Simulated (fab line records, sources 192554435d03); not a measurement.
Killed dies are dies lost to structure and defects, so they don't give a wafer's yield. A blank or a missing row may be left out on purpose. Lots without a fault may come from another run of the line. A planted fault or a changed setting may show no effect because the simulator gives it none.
Which tool did it? | flow n5_finfet | 11 lots, 33 wafers sampled, at 4 steps of a route of 1938

WHAT THE GAUGES READ, wafer by wafer
N5_BEOL_M2_CD_MEAS_28: target cd 26.2 nm, target cd y 24.1 nm.
lot  | measured     | on        | cd_nm (nm)
L840 | day 6 21:33  | cd_sem-02 | 25.95 26.03 25.94
L843 | day 8 02:22  | cd_sem-03 | 25.88 26.70 26.30
L844 | day 8 05:19  | cd_sem-02 | 26.35 26.53 26.37
L845 | day 8 05:55  | cd_sem-01 | 26.71 26.11 26.29
L846 | day 8 09:31  | cd_sem-03 | 26.95 27.40 27.74
L847 | day 8 16:27  | cd_sem-02 | 27.47 27.55 27.43
L848 | day 8 19:32  | cd_sem-01 | 26.11 26.01 25.63
L852 | day 9 21:05  | cd_sem-02 | 26.34 26.42 26.21
L858 | day 11 12:13 | cd_sem-02 | 26.56 26.23 26.21
L860 | day 12 03:48 | cd_sem-02 | 25.68 26.11 26.09
L862 | day 12 12:29 | cd_sem-03 | 26.36 25.78 26.37

WHICH TOOL RAN EACH LOT (tool, then ch and the chambers of the sampled wafers, then the start)
lot  | N5_BEOL_M2_ETCH_63                 | N5_BEOL_M2_ETCH_64                 | N5_BEOL_M2_EXPOSE_25
L840 | rie_diel-01 ch 0,2,3, day 6 20:43  | rie_diel-01 ch 0,2,3, day 6 20:45  | euv_scanner-01 ch 0, day 6 21:25
L843 | rie_diel-03 ch 1,3, day 8 01:33    | rie_diel-03 ch 1,3, day 8 01:35    | euv_scanner-02 ch 0, day 8 02:14
L844 | rie_diel-01 ch 1,2,3, day 8 04:20  | rie_diel-01 ch 1,2,3, day 8 04:22  | euv_scanner-01 ch 0, day 8 05:11
L845 | rie_diel-01 ch 2,3, day 8 05:09    | rie_diel-01 ch 2,3, day 8 05:11    | euv_scanner-01 ch 0, day 8 05:47
L846 | rie_diel-03 ch 2,3, day 8 08:47    | rie_diel-03 ch 2,3, day 8 08:48    | euv_scanner-01 ch 0, day 8 09:22
L847 | rie_diel-03 ch 0,1,3, day 8 15:38  | rie_diel-03 ch 0,1,3, day 8 15:40  | euv_scanner-01 ch 0, day 8 16:19
L848 | rie_diel-03 ch 1,3, day 8 18:42    | rie_diel-03 ch 1,3, day 8 18:44    | euv_scanner-02 ch 0, day 8 19:24
L852 | rie_diel-05 ch 1,2, day 9 20:15    | rie_diel-05 ch 1,2, day 9 20:17    | euv_scanner-02 ch 0, day 9 20:56
L858 | rie_diel-03 ch 0,1, day 11 11:24   | rie_diel-03 ch 0,1, day 11 11:25   | euv_scanner-02 ch 0, day 11 12:05
L860 | rie_diel-03 ch 1,2,3, day 12 02:37 | rie_diel-03 ch 1,2,3, day 12 02:39 | euv_scanner-02 ch 0, day 12 03:39
L862 | rie_diel-03 ch 0,2, day 12 11:36   | rie_diel-03 ch 0,2, day 12 11:38   | euv_scanner-02 ch 0, day 12 12:21
- N5_BEOL_M2_ETCH_63: etches SiARC in CF4, target depth 15.6 nm, time 26 s.
- N5_BEOL_M2_ETCH_64: etches SOC in N2/H2, target depth 75 nm, overetch 22.5 nm, time 121.9 s.
- N5_BEOL_M2_EXPOSE_25: exposes mask V1, defocus 5 nm.

WHAT THE TOOLS THEMSELVES READ (means of the sampled wafers that have a number; where no wafer has one, the mark that the record gives instead)
N5_BEOL_M2_ETCH_63.
lot  | tool        | drypump_motor_current_A (A) | etch_rf_on_time_s (s) | oes_product_au (a.u.) | rf_vpp_V (V) | showerhead_plenum_p_Torr (Torr) | throttle_valve_pct (%)
L840 | rie_diel-01 | 5.7                         | 25.8                  | 0.68                  | 184.2        | 2.12                            | 15.79
L843 | rie_diel-03 | 5.6                         | 25.4                  | 0.70                  | 183.0        | 2.10                            | 15.26
L844 | rie_diel-01 | 5.7                         | 25.8                  | 0.60                  | 183.5        | 2.12                            | 15.82
L845 | rie_diel-01 | 5.7                         | 25.3                  | 0.60                  | 183.9        | 2.11                            | 16.04
L846 | rie_diel-03 | 5.2                         | 25.8                  | 0.66                  | 183.9        | 2.11                            | 15.42
L847 | rie_diel-03 | 5.7                         | 25.9                  | 0.68                  | 184.5        | 2.15                            | 15.39
L848 | rie_diel-03 | 5.7                         | 25.6                  | 0.70                  | 183.2        | 2.09                            | 15.27
L852 | rie_diel-05 | 5.5                         | 26.9                  | 0.61                  | 184.9        | 2.20                            | 15.75
L858 | rie_diel-03 | 5.7                         | 26.6                  | 0.67                  | 184.5        | 2.17                            | 15.48
L860 | rie_diel-03 | 5.5                         | 26.3                  | 0.65                  | 183.2        | 2.11                            | 15.42
L862 | rie_diel-03 | 5.6                         | 27.0                  | 0.61                  | 184.9        | 2.19                            | 15.60

N5_BEOL_M2_ETCH_64.
lot  | tool        | drypump_motor_current_A (A) | oes_product_au (a.u.) | rf_vpp_V (V) | showerhead_plenum_p_Torr (Torr) | throttle_valve_pct (%)
L840 | rie_diel-01 | 5.7                         | 0.60                  | 522.3        | 2.52                            | 18.05
L843 | rie_diel-03 | 5.7                         | 0.62                  | 522.9        | 2.51                            | 17.56
L844 | rie_diel-01 | 5.7                         | 0.53                  | 522.9        | 2.51                            | 17.96
L845 | rie_diel-01 | 5.7                         | 0.53                  | 523.0        | 2.50                            | 18.24
L846 | rie_diel-03 | 5.2                         | 0.58                  | 523.1        | 2.52                            | 17.65
L847 | rie_diel-03 | 5.7                         | 0.61                  | 523.7        | 2.56                            | 17.62
L848 | rie_diel-03 | 5.7                         | 0.62                  | 522.1        | 2.50                            | 17.57
L852 | rie_diel-05 | 5.5                         | 0.56                  | 525.7        | 2.61                            | 17.90
L858 | rie_diel-03 | 5.8                         | 0.60                  | 523.8        | 2.59                            | 17.73
L860 | rie_diel-03 | 5.4                         | 0.58                  | 522.8        | 2.52                            | 17.71
L862 | rie_diel-03 | 5.6                         | 0.55                  | 525.6        | 2.59                            | 17.73

N5_BEOL_M2_EXPOSE_25.
lot  | tool           | exposure_dose_mJ_cm2
L840 | euv_scanner-01 | 62.98
L843 | euv_scanner-02 | 62.97
L844 | euv_scanner-01 | 62.98
L845 | euv_scanner-01 | 62.99
L846 | euv_scanner-01 | 68.68
L847 | euv_scanner-01 | 67.53
L848 | euv_scanner-02 | 62.92
L852 | euv_scanner-02 | 62.88
L858 | euv_scanner-02 | 62.83
L860 | euv_scanner-02 | 62.95
L862 | euv_scanner-02 | 62.93

THE ANSWER, worked out from the rows above alone
Rule: what is usual is taken from the lots themselves. Put in order of their means at a reading, lots are off if they are a third of the lots or fewer, leave a main group of 4 or more, and stand apart from it by a gap of 3 or more times the standard deviation of the main group's means; of several such gaps the widest counts. A main group whose means are all the same, to the digits that the tables above print for the reading, isn't used. A lot without any number at a reading at which 4 lots or more have one is off too. The other lots that the step has rows for count as sound. The gauges are gone through in route order, then the tools' own readings, and for those a lot's mean is taken as printed above. The first step at which some lot is off is used, and at that step the reading that is off furthest; a lot without a number counts as furthest.
Off: L846, L847, at N5_BEOL_M2_CD_MEAS_28 (cd_nm). The main group: mean 26.20 nm, standard deviation 0.18.
A tool fits if, at a process step before that reading, it ran every lot that is off, and no sound lot after the first of them. The gauges at N5_BEOL_M2_CD_MEAS_28 aren't tried: what is off there is off at N5_BEOL_M2_EXPOSE_25 too, on other tools, and a gauge's error can't cause that. One fits: euv_scanner-01 at N5_BEOL_M2_EXPOSE_25. Its last sound lot is L845 (day 8 05:47), its first lot that is off L846 (day 8 09:22): a fault that began between those two fits.
The tool's own readings at N5_BEOL_M2_EXPOSE_25 bear it out: on the lots that are off they differ by more than 5 times the standard deviation of the sound lots' means. exposure_dose_mJ_cm2 reads 68.11 there against 62.94 on the sound lots.

WHAT THE SIMULATOR HAD PUT IN
Process parameter drift: euv_scanner-01, from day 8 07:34 on, at N5_BEOL_M2_EXPOSE_25. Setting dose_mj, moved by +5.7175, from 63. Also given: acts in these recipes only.
Lots struck among those shown: L846, L847. The rule above found the same.
